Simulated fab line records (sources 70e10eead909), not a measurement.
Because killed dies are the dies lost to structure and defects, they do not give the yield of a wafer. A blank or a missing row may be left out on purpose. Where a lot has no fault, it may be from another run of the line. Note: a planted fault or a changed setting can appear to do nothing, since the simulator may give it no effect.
Chamber matching + flow nand harc + 4 sister chambers for NHARC_P_CONTACT_ETCH_35 on rie diel-08
The step etches the open film in CF4, target depth 39 nm, time 65 s. 4 wafers are shown with their chamber, then 9 later ones without.

## WAFERS WITH THEIR CHAMBER
| wafer  | chamber | drypump motor current A (A) |
|--------|---------|-----------------------------|
| L084.4 | 3       | 6.7                         |
| L086.3 | 2       | 6.0                         |
| L086.5 | 1       | 5.8                         |
| L086.6 | 0       | 5.6                         |

## WAFERS WHOSE CHAMBER IS MISSING
| wafer  | drypump motor current A (A) |
|--------|-----------------------------|
| L089.1 | 6.7                         |
| L089.3 | 5.8                         |
| L089.6 | 5.8                         |
| L093.1 | 6.7                         |
| L093.2 | 5.8                         |
| L093.6 | 6.7                         |
| L094.2 | 6.7                         |
| L094.3 | 5.6                         |
| L094.6 | 5.9                         |

## EACH ONE'S CHAMBER
| wafer  | from the rows above     | in truth |
|--------|-------------------------|----------|
| L089.1 | 3                       | 3        |
| L089.3 | 1                       | 1        |
| L089.6 | 1                       | 1        |
| L093.1 | 3                       | 3        |
| L093.2 | 1                       | 1        |
| L093.6 | 3                       | 3        |
| L094.2 | 3                       | 3        |
| L094.3 | 0                       | 0        |
| L094.6 | can't be placed: 2 or 1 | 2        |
Correctly placed: 8 of 9. These rows do not allow placing 1 (true chamber among the candidates in 1). Wrongly placed: 0.
How it was worked out, from the rows above alone: a wafer's distance from a chamber is the root of the sum, over the readings, of the square of ((its reading less the chamber's mean) divided by the reading's scatter). The wafer belongs to the nearest chamber; if the next one is less than 2 further off, it can't be placed. The mean given for a chamber averages the wafers shown for that chamber. The scatter: root of mean squared gap, hidden wafer to nearest shown wafer, with one shown wafer a chamber.
